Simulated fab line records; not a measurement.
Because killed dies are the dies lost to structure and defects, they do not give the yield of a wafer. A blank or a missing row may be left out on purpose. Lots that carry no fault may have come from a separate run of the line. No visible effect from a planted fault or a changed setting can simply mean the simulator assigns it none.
The tool behind it: which one? || flow nand harc || 13 lots with 39 wafers sampled at 5 steps, on a route of 1302 steps

== WHAT EACH GAUGE READ, for each wafer ==
NHARC_END_SORT_01. Usual: killed at array 57, standard deviation 20; killed at other 1.0, standard deviation 1.5; killed at periphery 3.5, standard deviation 2.5; killed dies 62, standard deviation 21; killed open 3.5, standard deviation 1.9; killed short 2.4, standard deviation 1.6.
{"lot": "L663", "measured": "day 29 22:08", "on": "prober-01", "killed at array": "70 62 48", "killed at other": "8 1 3", "killed at periphery": "38 97 29", "killed dies": "116 160 80", "killed open": "4 0 3", "killed short": "2 0 1", "flag": "OFF"}
{"lot": "L664", "measured": "day 30 10:13", "on": "prober-02", "killed at array": "59 65 74", "killed at other": "1 1 0", "killed at periphery": "34 98 30", "killed dies": "94 164 104", "killed open": "3 4 8", "killed short": "1 3 0", "flag": "OFF"}

== EACH LOT AND THE TOOL THAT RAN IT (in order: tool; ch and the chambers of the sampled wafers; start) ==
{"lot": "L650", "NHARC_P_STI_HDPCVD_20": "hdpcvd-01 ch 0,1, day 3 03:56", "NHARC_A_BONDPAD_ETCH_24": "rie diel-07 ch 0,3, day 22 20:26 or earlier", "NHARC_A_BONDPAD_DEGAS_25": "pvd sputter-02, day 22 20:26", "NHARC_THIN_TSV_ETCHBACK_48": "rie diel-11 ch 0,1,2, day 23 20:05"}
{"lot": "L651", "NHARC_P_STI_HDPCVD_20": "hdpcvd-01 ch 0,1, day 3 17:25", "NHARC_A_BONDPAD_ETCH_24": "rie diel-06 ch 0,2,3, day 23 18:12 or earlier", "NHARC_A_BONDPAD_DEGAS_25": "pvd sputter-02, day 23 18:12", "NHARC_THIN_TSV_ETCHBACK_48": "rie diel-09 ch 2,3, day 24 10:31"}
{"lot": "L654", "NHARC_P_STI_HDPCVD_20": "hdpcvd-01 ch 0,1, day 4 21:07", "NHARC_A_BONDPAD_ETCH_24": "rie diel-08 ch 0,2,3, day 24 19:34 or earlier", "NHARC_A_BONDPAD_DEGAS_25": "pvd sputter-01, day 24 19:34", "NHARC_THIN_TSV_ETCHBACK_48": "rie diel-03 ch 2,3, day 25 16:19"}
{"lot": "L655", "NHARC_P_STI_HDPCVD_20": "hdpcvd-01 ch 0,1, day 5 08:34", "NHARC_A_BONDPAD_ETCH_24": "rie diel-06 ch 1,2,3, day 25 20:31 or earlier", "NHARC_A_BONDPAD_DEGAS_25": "pvd sputter-01, day 25 20:31", "NHARC_THIN_TSV_ETCHBACK_48": "rie diel-03 ch 0,3, day 26 12:29"}
{"lot": "L656", "NHARC_P_STI_HDPCVD_20": "hdpcvd-01 ch 0,1, day 5 17:01", "NHARC_A_BONDPAD_ETCH_24": "rie diel-07 ch 0,1,3, day 26 04:55 or earlier", "NHARC_A_BONDPAD_DEGAS_25": "pvd sputter-03, day 26 04:55", "NHARC_THIN_TSV_ETCHBACK_48": "rie diel-11 ch 0,3, day 27 00:47"}
{"lot": "L657", "NHARC_P_STI_HDPCVD_20": "hdpcvd-01 ch 0,1, day 6 04:33", "NHARC_A_BONDPAD_ETCH_24": "rie diel-08 ch 1,3, day 26 12:46 or earlier", "NHARC_A_BONDPAD_DEGAS_25": "pvd sputter-02, day 26 12:46", "NHARC_THIN_TSV_ETCHBACK_48": "rie diel-03 ch 0,1,3, day 27 06:26"}
{"lot": "L658", "NHARC_P_STI_HDPCVD_20": "hdpcvd-01 ch 0,1, day 6 15:01", "NHARC_A_BONDPAD_ETCH_24": "rie diel-08 ch 0,2,3, day 26 13:18 or earlier", "NHARC_A_BONDPAD_DEGAS_25": "pvd sputter-01, day 26 13:18", "NHARC_THIN_TSV_ETCHBACK_48": "rie diel-09 ch 0,1,3, day 27 05:28"}
{"lot": "L659", "NHARC_P_STI_HDPCVD_20": "hdpcvd-01 ch 0,1, day 7 01:58", "NHARC_A_BONDPAD_ETCH_24": "rie diel-06 ch 0,2,3, day 27 09:07 or earlier", "NHARC_A_BONDPAD_DEGAS_25": "pvd sputter-02, day 27 09:07", "NHARC_THIN_TSV_ETCHBACK_48": "rie diel-11 ch 1,2,3, day 28 01:44"}
{"lot": "L661", "NHARC_P_STI_HDPCVD_20": "hdpcvd-01 ch 0,1, day 7 21:10", "NHARC_A_BONDPAD_ETCH_24": "rie diel-08 ch 1,2, day 27 17:36", "NHARC_A_BONDPAD_DEGAS_25": "pvd sputter-03, day 27 18:01", "NHARC_THIN_TSV_ETCHBACK_48": "rie diel-09 ch 0,3, day 28 14:22"}
{"lot": "L663", "NHARC_P_STI_HDPCVD_20": "hdpcvd-01 ch 0,1, day 8 16:49", "NHARC_A_BONDPAD_ETCH_24": "rie diel-08 ch 1,2, day 28 15:29 or earlier", "NHARC_A_BONDPAD_DEGAS_25": "pvd sputter-02, day 28 15:29", "NHARC_THIN_TSV_ETCHBACK_48": "rie diel-03 ch 0,1, day 29 07:43"}
{"lot": "L664", "NHARC_P_STI_HDPCVD_20": "hdpcvd-01 ch 0,1, day 9 06:40", "NHARC_A_BONDPAD_ETCH_24": "rie diel-08 ch 0,1,2, day 29 02:10", "NHARC_A_BONDPAD_DEGAS_25": "pvd sputter-02, day 29 02:34", "NHARC_THIN_TSV_ETCHBACK_48": "rie diel-09 ch 0,2,3, day 29 19:04"}
{"lot": "L672", "NHARC_P_STI_HDPCVD_20": "hdpcvd-01 ch 0,1, day 12 11:21", "NHARC_A_BONDPAD_ETCH_24": "rie diel-06 ch 1,2, day 32 20:26 or earlier", "NHARC_A_BONDPAD_DEGAS_25": "pvd sputter-02, day 32 20:26", "NHARC_THIN_TSV_ETCHBACK_48": "rie diel-11 ch 0,2, day 33 11:48"}
{"lot": "L673", "NHARC_P_STI_HDPCVD_20": "hdpcvd-01 ch 0,1, day 12 20:08", "NHARC_A_BONDPAD_ETCH_24": "rie diel-08 ch 0,3, day 32 18:13", "NHARC_A_BONDPAD_DEGAS_25": "pvd sputter-02, day 32 18:39", "NHARC_THIN_TSV_ETCHBACK_48": "rie diel-09 ch 2,3, day 33 10:43"}
- NHARC_P_STI_HDPCVD_20: deposits SiO2.
- NHARC_A_BONDPAD_ETCH_24: etches the open film in CF4/N2, target depth 30 nm, time 72.99 s.
- NHARC_A_BONDPAD_DEGAS_25: time 60 s.
- NHARC_THIN_TSV_ETCHBACK_48: etches the open film in C4F8/Ar, target depth 1028.5 nm, time 405.17 s.

== AS READ BY THE TOOLS THEMSELVES (means over the sampled wafers that have a number; for cases with no such wafer, the mark the record gives instead) ==
NHARC_A_BONDPAD_ETCH_24. Usual: drypump motor current A 5.6 A, standard deviation 0.51; mfc ar sccm 150.0 sccm, standard deviation 0.41; oes product au 0.999 a.u., standard deviation 0.0092; rf vpp V 313.8 V, standard deviation 1.8; showerhead plenum p Torr 2.61 Torr, standard deviation 0.085; throttle valve pct 19.794 %, standard deviation 0.009.
{"lot": "L650", "tool": "rie diel-07", "drypump motor current A (A)": 5.3, "mfc ar sccm (sccm)": 149.9, "oes product au (a.u.)": 0.998, "rf vpp V (V)": 315.9, "showerhead plenum p Torr (Torr)": 2.72, "throttle valve pct (%)": 19.790, "flag": ""}
{"lot": "L651", "tool": "rie diel-06", "drypump motor current A (A)": 5.6, "mfc ar sccm (sccm)": 150.1, "oes product au (a.u.)": 1.002, "rf vpp V (V)": 313.1, "showerhead plenum p Torr (Torr)": 2.59, "throttle valve pct (%)": 19.795, "flag": ""}
{"lot": "L654", "tool": "rie diel-08", "drypump motor current A (A)": 5.8, "mfc ar sccm (sccm)": 149.8, "oes product au (a.u.)": 1.006, "rf vpp V (V)": 312.6, "showerhead plenum p Torr (Torr)": 2.57, "throttle valve pct (%)": 19.793, "flag": ""}
{"lot": "L655", "tool": "rie diel-06", "drypump motor current A (A)": 5.4, "mfc ar sccm (sccm)": 149.5, "oes product au (a.u.)": 1.011, "rf vpp V (V)": 313.2, "showerhead plenum p Torr (Torr)": 2.56, "throttle valve pct (%)": 19.798, "flag": ""}
{"lot": "L656", "tool": "rie diel-07", "drypump motor current A (A)": 5.5, "mfc ar sccm (sccm)": 150.0, "oes product au (a.u.)": 1.000, "rf vpp V (V)": 316.3, "showerhead plenum p Torr (Torr)": 2.74, "throttle valve pct (%)": 19.798, "flag": ""}
{"lot": "L657", "tool": "rie diel-08", "drypump motor current A (A)": 5.7, "mfc ar sccm (sccm)": 149.9, "oes product au (a.u.)": 0.997, "rf vpp V (V)": 313.4, "showerhead plenum p Torr (Torr)": 2.60, "throttle valve pct (%)": 19.792, "flag": ""}
{"lot": "L658", "tool": "rie diel-08", "drypump motor current A (A)": 5.9, "mfc ar sccm (sccm)": 150.0, "oes product au (a.u.)": 1.003, "rf vpp V (V)": 313.4, "showerhead plenum p Torr (Torr)": 2.57, "throttle valve pct (%)": 19.792, "flag": ""}
{"lot": "L659", "tool": "rie diel-06", "drypump motor current A (A)": 5.6, "mfc ar sccm (sccm)": 150.5, "oes product au (a.u.)": 1.008, "rf vpp V (V)": 313.9, "showerhead plenum p Torr (Torr)": 2.58, "throttle valve pct (%)": 19.794, "flag": ""}
{"lot": "L661", "tool": "rie diel-08", "drypump motor current A (A)": 5.5, "mfc ar sccm (sccm)": 149.8, "oes product au (a.u.)": 0.995, "rf vpp V (V)": 312.5, "showerhead plenum p Torr (Torr)": 2.57, "throttle valve pct (%)": 19.791, "flag": ""}
{"lot": "L663", "tool": "rie diel-08", "drypump motor current A (A)": 5.6, "mfc ar sccm (sccm)": 150.5, "oes product au (a.u.)": 0.987, "rf vpp V (V)": 313.5, "showerhead plenum p Torr (Torr)": 2.61, "throttle valve pct (%)": 19.790, "flag": ""}
{"lot": "L664", "tool": "rie diel-08", "drypump motor current A (A)": 6.0, "mfc ar sccm (sccm)": 150.1, "oes product au (a.u.)": 0.997, "rf vpp V (V)": 315.3, "showerhead plenum p Torr (Torr)": 2.62, "throttle valve pct (%)": 19.794, "flag": ""}
{"lot": "L672", "tool": "rie diel-06", "drypump motor current A (A)": 5.6, "mfc ar sccm (sccm)": 149.5, "oes product au (a.u.)": 0.984, "rf vpp V (V)": 313.0, "showerhead plenum p Torr (Torr)": 2.55, "throttle valve pct (%)": 19.798, "flag": ""}
{"lot": "L673", "tool": "rie diel-08", "drypump motor current A (A)": 5.9, "mfc ar sccm (sccm)": 149.7, "oes product au (a.u.)": 0.999, "rf vpp V (V)": 312.8, "showerhead plenum p Torr (Torr)": 2.55, "throttle valve pct (%)": 19.788, "flag": ""}

NHARC_A_BONDPAD_DEGAS_25. Usual: heater power w 467 W, standard deviation 49.
{"lot": "L650", "tool": "pvd sputter-02", "heater power w (W)": 449, "flag": ""}
{"lot": "L651", "tool": "pvd sputter-02", "heater power w (W)": 470, "flag": ""}
{"lot": "L654", "tool": "pvd sputter-01", "heater power w (W)": 440, "flag": ""}
{"lot": "L655", "tool": "pvd sputter-01", "heater power w (W)": 447, "flag": ""}
{"lot": "L656", "tool": "pvd sputter-03", "heater power w (W)": 475, "flag": ""}
{"lot": "L657", "tool": "pvd sputter-02", "heater power w (W)": 424, "flag": ""}
{"lot": "L658", "tool": "pvd sputter-01", "heater power w (W)": 466, "flag": ""}
{"lot": "L659", "tool": "pvd sputter-02", "heater power w (W)": 448, "flag": ""}
{"lot": "L661", "tool": "pvd sputter-03", "heater power w (W)": 481, "flag": ""}
{"lot": "L663", "tool": "pvd sputter-02", "heater power w (W)": 463, "flag": ""}
{"lot": "L664", "tool": "pvd sputter-02", "heater power w (W)": 416, "flag": ""}
{"lot": "L672", "tool": "pvd sputter-02", "heater power w (W)": 441, "flag": ""}
{"lot": "L673", "tool": "pvd sputter-02", "heater power w (W)": 438, "flag": ""}

NHARC_THIN_TSV_ETCHBACK_48. Usual: oes product au 0.94 a.u., standard deviation 0.03; rf vpp V 546.5 V, standard deviation 3.
{"lot": "L650", "tool": "rie diel-11", "oes product au (a.u.)": 0.93, "rf vpp V (V)": 547.3, "flag": ""}
{"lot": "L651", "tool": "rie diel-09", "oes product au (a.u.)": 0.95, "rf vpp V (V)": 548.1, "flag": ""}
{"lot": "L654", "tool": "rie diel-03", "oes product au (a.u.)": 0.93, "rf vpp V (V)": 548.0, "flag": ""}
{"lot": "L655", "tool": "rie diel-03", "oes product au (a.u.)": 0.99, "rf vpp V (V)": 549.9, "flag": ""}
{"lot": "L656", "tool": "rie diel-11", "oes product au (a.u.)": 0.98, "rf vpp V (V)": 544.4, "flag": ""}
{"lot": "L657", "tool": "rie diel-03", "oes product au (a.u.)": 0.92, "rf vpp V (V)": 546.9, "flag": ""}
{"lot": "L658", "tool": "rie diel-09", "oes product au (a.u.)": 0.93, "rf vpp V (V)": 546.1, "flag": ""}
{"lot": "L659", "tool": "rie diel-11", "oes product au (a.u.)": 0.93, "rf vpp V (V)": 545.5, "flag": ""}
{"lot": "L661", "tool": "rie diel-09", "oes product au (a.u.)": 0.93, "rf vpp V (V)": 549.2, "flag": ""}
{"lot": "L663", "tool": "rie diel-03", "oes product au (a.u.)": 0.99, "rf vpp V (V)": 545.9, "flag": ""}
{"lot": "L664", "tool": "rie diel-09", "oes product au (a.u.)": 1.00, "rf vpp V (V)": 548.3, "flag": ""}
{"lot": "L672", "tool": "rie diel-11", "oes product au (a.u.)": 0.92, "rf vpp V (V)": 545.0, "flag": ""}
{"lot": "L673", "tool": "rie diel-09", "oes product au (a.u.)": 0.95, "rf vpp V (V)": 548.0, "flag": ""}

== THE ANSWER, worked out from the rows above alone ==
Rule: a lot counts as off when the mean over its wafers that have a number is more than 3 standard deviations away from the usual mean. Also off: a lot with no number at a reading for which 4 or more lots have one. Where the step has rows for the other lots, those lots are counted as sound. After the gauges, taken in route order, come the tools' own readings; for these a lot's mean is taken, as printed above. At the first step where some lot is off, the reading lying furthest off is the one used; lots without a number count as furthest.
Off: L663, L664, at NHARC_END_SORT_01 (killed at periphery). Neither off nor sound, because the step has no rows for them: L650, L651, L654, L655, L656, L657, L658, L659, L661, L672, L673.
If a tool, at a process step before that reading, ran all the lots that are off and no sound lot after the first of them, it fits. The gauges at NHARC_END_SORT_01 are tried like those tools. With no start given for some of its lots, NHARC_A_BONDPAD_ETCH_24 uses the hours and lot order of NHARC_A_BONDPAD_DEGAS_25. Can't be told from this: 3 tools fit, hdpcvd-01 at NHARC_P_STI_HDPCVD_20, rie diel-08 at NHARC_A_BONDPAD_ETCH_24, pvd sputter-02 at NHARC_A_BONDPAD_DEGAS_25.

== WHAT THE SIMULATOR HAD PUT IN ==
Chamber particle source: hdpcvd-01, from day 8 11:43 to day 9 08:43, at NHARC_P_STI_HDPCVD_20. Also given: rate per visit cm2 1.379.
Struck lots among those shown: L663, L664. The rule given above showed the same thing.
